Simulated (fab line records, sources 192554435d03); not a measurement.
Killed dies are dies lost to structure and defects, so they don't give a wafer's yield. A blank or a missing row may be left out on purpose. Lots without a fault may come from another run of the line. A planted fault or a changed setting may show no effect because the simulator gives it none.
Which tool did it? | flow n5_finfet | 10 lots, 26 wafers sampled, at 7 steps of a route of 1938

WHAT THE GAUGES READ, wafer by wafer
N5_BEOL_M4_RC_MEAS_101. Usual: DIBL_N 36.0 mV/V, standard deviation 1.9; DIBL_P 35.6 mV/V, standard deviation 2.4; IOFF_N 0.16 nA/um, standard deviation 0.036; IOFF_P 0.21 nA/um, standard deviation 0.04; ION_N 673 uA/um, standard deviation 14; ION_P 460 uA/um, standard deviation 8.9; SS_N 71.5 mV/dec, standard deviation 0.67; SS_P 73.2 mV/dec, standard deviation 0.73; VT_N 249 mV, standard deviation 3.6; VT_P -250 mV, standard deviation 3.7.
lot  | measured     | on        | DIBL_N (mV/V)  | DIBL_P (mV/V)  | IOFF_N (nA/um) | IOFF_P (nA/um) | ION_N (uA/um) | ION_P (uA/um) | SS_N (mV/dec)  | SS_P (mV/dec)  | VT_N (mV)   | VT_P (mV)      | flag
L696 | day 8 01:23  | prober-02 | 35.0 31.5 34.7 | 35.2 31.6 35.5 | 0.15 0.10 0.14 | 0.16 0.12 0.16 | 683 661 668   | 458 449 456   | 72.3 70.8 71.4 | 72.4 71.6 72.9 | 252 259 252 | -255 -261 -256 |
L700 | day 8 22:13  | prober-01 | 36.7 34.4      | 37.2 34.3      | 0.18 0.12      | 0.23 0.18      | 685 660       | 469 457       | 72.5 71.1      | 73.4 73.0      | 247 254     | -248 -251      |
L704 | day 10 02:53 | prober-01 | 37.1 35.8      | 36.2 35.0      | 0.19 0.17      | 0.24 0.23      | 695 701       | 478 485       | 71.9 71.5      | 72.7 73.0      | 241 244     | -245 -247      |
L708 | day 11 06:26 | prober-01 | 37.0 33.4 35.2 | 37.4 31.9 34.6 | 0.19 0.10 0.15 | 0.23 0.16 0.19 | 686 642 674   | 465 451 461   | 71.6 70.7 70.6 | 73.4 71.4 73.1 | 245 256 249 | -247 -256 -252 |
L709 | day 11 17:19 | prober-02 | 32.8 37.4 37.7 | 33.5 37.4 36.5 | 0.12 0.19 0.18 | 0.15 0.21 0.19 | 679 688 656   | 457 459 439   | 70.1 71.7 72.6 | 71.7 73.4 73.3 | 250 244 249 | -257 -252 -253 |
L712 | day 12 02:20 | prober-02 | 35.5 37.0      | 37.5 38.7      | 0.16 0.18      | 0.23 0.23      | 687 684       | 473 469       | 71.1 71.7      | 72.7 73.9      | 245 246     | -248 -248      |
L713 | day 12 17:22 | prober-02 | 31.0 36.8      | 30.6 37.6      | 0.10 0.19      | 0.15 0.26      | 662 685       | 456 464       | 69.6 71.5      | 72.0 73.7      | 257 245     | -254 -248      |
L716 | day 12 22:08 | prober-01 | 33.6 33.4 35.7 | 33.4 34.0 36.4 | 0.13 0.12 0.15 | 0.21 0.21 0.25 | 656 667 667   | 457 469 461   | 71.0 70.7 72.1 | 73.3 72.3 74.2 | 249 253 248 | -245 -245 -247 |
L717 | day 13 07:47 | prober-02 | 38.9 36.5 37.4 | 38.7 34.8 36.9 | 0.20 0.15 0.17 | 0.23 0.17 0.20 | 689 670 668   | 460 447 459   | 71.7 71.3 72.0 | 74.6 73.3 73.7 | 243 250 247 | -252 -254 -252 |
L718 | day 13 22:50 | prober-02 | 34.9 34.4 34.5 | 36.5 35.7 35.4 | 0.16 0.15 0.14 | 0.20 0.19 0.18 | 684 678 664   | 467 459 456   | 71.0 71.3 71.2 | 72.7 72.7 72.9 | 248 251 250 | -249 -254 -253 |

N5_BEOL_M13_THK_MEAS_50: measures by xrf. Usual: M13_THK 432 nm, standard deviation 7.1.
lot  | measured     | on            | M13_THK (nm) | flag
L696 | day 11 04:43 | film_metro-01 | 436 432 443  |
L700 | day 12 06:40 | film_metro-01 | 434 441      |
L704 | day 12 23:25 | film_metro-01 | 445 433      |
L708 | day 14 06:56 | film_metro-02 | - - -        | OFF
L709 | day 14 20:00 | film_metro-02 | - - -        | OFF
L712 | day 15 02:17 | film_metro-02 | 430 424      |
L713 | day 15 14:08 | film_metro-02 | 420 436      |
L716 | day 15 23:40 | film_metro-02 | 419 428 432  |
L717 | day 16 07:34 | film_metro-02 | 440 428 440  |
L718 | day 17 00:10 | film_metro-02 | 424 434 433  |

N5_BEOL_M13_RS_MEAS_54: measures by four-point-probe. Usual: M13_RS 0.0449 ohm/sq, standard deviation 0.00069.
lot  | measured     | on            | M13_RS (ohm/sq)      | flag
L696 | day 11 04:52 | film_metro-01 | 0.0447 0.0451 0.0439 |
L700 | day 12 06:48 | film_metro-02 | 0.0449 0.0443        |
L704 | day 12 23:32 | film_metro-01 | 0.0442 0.0456        |
L708 | day 14 07:04 | film_metro-01 | 57.113 59.720 55.881 | OFF
L709 | day 14 20:08 | film_metro-01 | 57.924 58.340 58.714 | OFF
L712 | day 15 02:24 | film_metro-02 | 0.0448 0.0449        |
L713 | day 15 14:17 | film_metro-02 | 0.0464 0.0448        |
L716 | day 15 23:50 | film_metro-01 | 0.0465 0.0454 0.0452 |
L717 | day 16 07:43 | film_metro-01 | 0.0439 0.0449 0.0437 |
L718 | day 17 00:18 | film_metro-01 | 0.0457 0.0447 0.0447 |

WHICH TOOL RAN EACH LOT (tool, then ch and the chambers of the sampled wafers, then the start)
lot  | N5_BEOL_M13_DESCUM_33              | N5_BEOL_M13_PRE_CLEAN_42     | N5_BEOL_M13_SPUTTER_45       | N5_BEOL_M13_CMP_49
L696 | rie_diel-06 ch 1,2,3, day 11 00:43 | pvd_sputter-03, day 11 03:17 | pvd_sputter-03, day 11 03:29 | cmp-04 ch 1,2, day 11 04:27
L700 | rie_diel-02 ch 1,2, day 12 02:12   | pvd_sputter-02, day 12 05:36 | pvd_sputter-02, day 12 05:48 | cmp-02 ch 0,1, day 12 06:25
L704 | rie_diel-03 ch 0,2, day 12 20:13   | pvd_sputter-02, day 12 22:20 | pvd_sputter-02, day 12 22:32 | cmp-02 ch 3, day 12 23:10
L708 | rie_diel-06 ch 0,2, day 14 04:44   | pvd_sputter-01, day 14 05:52 | pvd_sputter-01, day 14 06:04 | cmp-02 ch 0,2,3, day 14 06:43
L709 | rie_diel-03 ch 1,2,3, day 14 14:22 | pvd_sputter-03, day 14 18:50 | pvd_sputter-03, day 14 19:02 | cmp-04 ch 0,3, day 14 19:45
L712 | rie_diel-03 ch 2, day 14 22:59     | pvd_sputter-03, day 15 01:12 | pvd_sputter-03, day 15 01:24 | cmp-04 ch 0, day 15 02:01
L713 | rie_diel-02 ch 0,1, day 15 11:05   | pvd_sputter-03, day 15 13:04 | pvd_sputter-03, day 15 13:16 | cmp-04 ch 0,2, day 15 13:50
L716 | rie_diel-03 ch 0,1,2, day 15 16:19 | pvd_sputter-03, day 15 20:17 | pvd_sputter-03, day 15 20:29 | cmp-02 ch 0,1,3, day 15 23:29
L717 | rie_diel-06 ch 0,3, day 16 04:08   | pvd_sputter-03, day 16 06:22 | pvd_sputter-03, day 16 06:34 | cmp-02 ch 0,1, day 16 07:18
L718 | rie_diel-03 ch 0,3, day 16 21:29   | pvd_sputter-01, day 16 23:06 | pvd_sputter-01, day 16 23:18 | cmp-01 ch 1,3, day 16 23:55
- N5_BEOL_M13_DESCUM_33: chemistry O2, time 7.9 s.
- N5_BEOL_M13_PRE_CLEAN_42: time 30 s.
- N5_BEOL_M13_SPUTTER_45: material Cu, target thk 80 nm, time 13.33 s.
- N5_BEOL_M13_CMP_49: polishes, stops on SiOC, t overpolish 17.1 s, target thk 420 nm.

WHAT THE TOOLS THEMSELVES READ (means of the sampled wafers that have a number; where no wafer has one, the mark that the record gives instead)
N5_BEOL_M13_DESCUM_33. Usual: drypump_motor_current_A 5.5 A, standard deviation 0.54; oes_product_au 0.81 a.u., standard deviation 0.095; rf_vpp_V 243.3 V, standard deviation 1.5; showerhead_plenum_p_Torr 2.10 Torr, standard deviation 0.091; throttle_valve_pct 20.45 %, standard deviation 0.22.
lot  | tool        | drypump_motor_current_A (A) | oes_product_au (a.u.) | rf_vpp_V (V) | showerhead_plenum_p_Torr (Torr) | throttle_valve_pct (%) | flag
L696 | rie_diel-06 | 5.0                         | 0.77                  | 243.7        | 2.11                            | 20.50                  |
L700 | rie_diel-02 | 5.6                         | 0.89                  | 242.6        | 2.04                            | 20.48                  |
L704 | rie_diel-03 | 5.6                         | 0.74                  | 243.6        | 2.11                            | 20.54                  |
L708 | rie_diel-06 | 5.7                         | 0.96                  | 244.7        | 2.16                            | 20.42                  |
L709 | rie_diel-03 | 5.6                         | 0.87                  | 243.6        | 2.15                            | 20.35                  |
L712 | rie_diel-03 | 5.3                         | 0.80                  | 241.8        | 2.03                            | 20.64                  |
L713 | rie_diel-02 | 5.6                         | 0.79                  | 240.3        | 1.99                            | 20.70                  |
L716 | rie_diel-03 | 5.4                         | 0.75                  | 243.8        | 2.13                            | 20.46                  |
L717 | rie_diel-06 | 5.7                         | 0.88                  | 243.9        | 2.17                            | 20.49                  |
L718 | rie_diel-03 | 6.3                         | 0.82                  | 244.3        | 2.21                            | 20.31                  |

N5_BEOL_M13_PRE_CLEAN_42. Usual: heater_power_w 341 W, standard deviation 33; susceptor_temp_C 249.98 C, standard deviation 0.17.
lot  | tool           | heater_power_w (W) | susceptor_temp_C (C) | flag
L696 | pvd_sputter-03 | 356                | 250.02               |
L700 | pvd_sputter-02 | 334                | 249.75               |
L704 | pvd_sputter-02 | 338                | 250.25               |
L708 | pvd_sputter-01 | 359                | 250.08               |
L709 | pvd_sputter-03 | 365                | 249.99               |
L712 | pvd_sputter-03 | 348                | 250.08               |
L713 | pvd_sputter-03 | 362                | 250.06               |
L716 | pvd_sputter-03 | 360                | 249.99               |
L717 | pvd_sputter-03 | 361                | 249.97               |
L718 | pvd_sputter-01 | 340                | 249.93               |

N5_BEOL_M13_SPUTTER_45. Usual: bias_v 60.0 V, standard deviation 0.57; cathode_dc_power_W 26000 W, standard deviation 4.8; chuck_sensor_temp_C -15.89 C, standard deviation 0.28; susceptor_temp_C -20.00 C, standard deviation 0.09; throttle_valve_pct 29.7 %, standard deviation 0.9.
lot  | tool           | bias_v (V) | cathode_dc_power_W (W) | chuck_sensor_temp_C (C) | susceptor_temp_C (C) | throttle_valve_pct (%) | flag
L696 | pvd_sputter-03 | 59.9       | 26001                  | -15.65                  | -20.08               | 28.7                   |
L700 | pvd_sputter-02 | 59.9       | 26002                  | -15.99                  | -20.02               | 29.3                   |
L704 | pvd_sputter-02 | 59.8       | 25998                  | -15.95                  | -19.95               | 29.0                   |
L708 | pvd_sputter-01 | -          | -                      | -                       | -                    | -                      | OFF
L709 | pvd_sputter-03 | -          | -                      | -                       | -                    | -                      | OFF
L712 | pvd_sputter-03 | 60.4       | 25996                  | -15.75                  | -20.02               | 29.5                   |
L713 | pvd_sputter-03 | 60.6       | 25997                  | -15.75                  | -20.03               | 29.4                   |
L716 | pvd_sputter-03 | 59.8       | 26001                  | -15.64                  | -20.08               | 28.9                   |
L717 | pvd_sputter-03 | 60.3       | 25997                  | -15.98                  | -19.85               | 30.2                   |
L718 | pvd_sputter-01 | 60.3       | 25996                  | -16.30                  | -19.85               | 30.4                   |

N5_BEOL_M13_CMP_49. Usual: motor_current_A 5.8 A, standard deviation 0.66.
lot  | tool   | motor_current_A (A) | flag
L696 | cmp-04 | 6.2                 |
L700 | cmp-02 | 6.0                 |
L704 | cmp-02 | 5.0                 |
L708 | cmp-02 | 5.3                 |
L709 | cmp-04 | 6.3                 |
L712 | cmp-04 | 5.8                 |
L713 | cmp-04 | 6.4                 |
L716 | cmp-02 | 5.6                 |
L717 | cmp-02 | 6.1                 |
L718 | cmp-01 | 6.1                 |

THE ANSWER, worked out from the rows above alone
Rule: a lot is off if the mean of its wafers that have a number lies more than 3 standard deviations from the usual mean. A lot without any number at a reading at which 4 lots or more have one is off too. The other lots that the step has rows for count as sound. The gauges are gone through in route order, then the tools' own readings, and for those a lot's mean is taken as printed above. The first step at which some lot is off is used, and at that step the reading that is off furthest; a lot without a number counts as furthest.
Off: L708, L709, at N5_BEOL_M13_THK_MEAS_50 (M13_THK). Without a number there: L708, L709.
A tool fits if, at a process step before that reading, it ran every lot that is off, and no sound lot after the first of them. The gauges at N5_BEOL_M13_THK_MEAS_50 aren't tried: what is off there is off at N5_BEOL_M13_RS_MEAS_54 too, on other tools, and a gauge's error can't cause that. None of those tried fits.

WHAT THE SIMULATOR HAD PUT IN
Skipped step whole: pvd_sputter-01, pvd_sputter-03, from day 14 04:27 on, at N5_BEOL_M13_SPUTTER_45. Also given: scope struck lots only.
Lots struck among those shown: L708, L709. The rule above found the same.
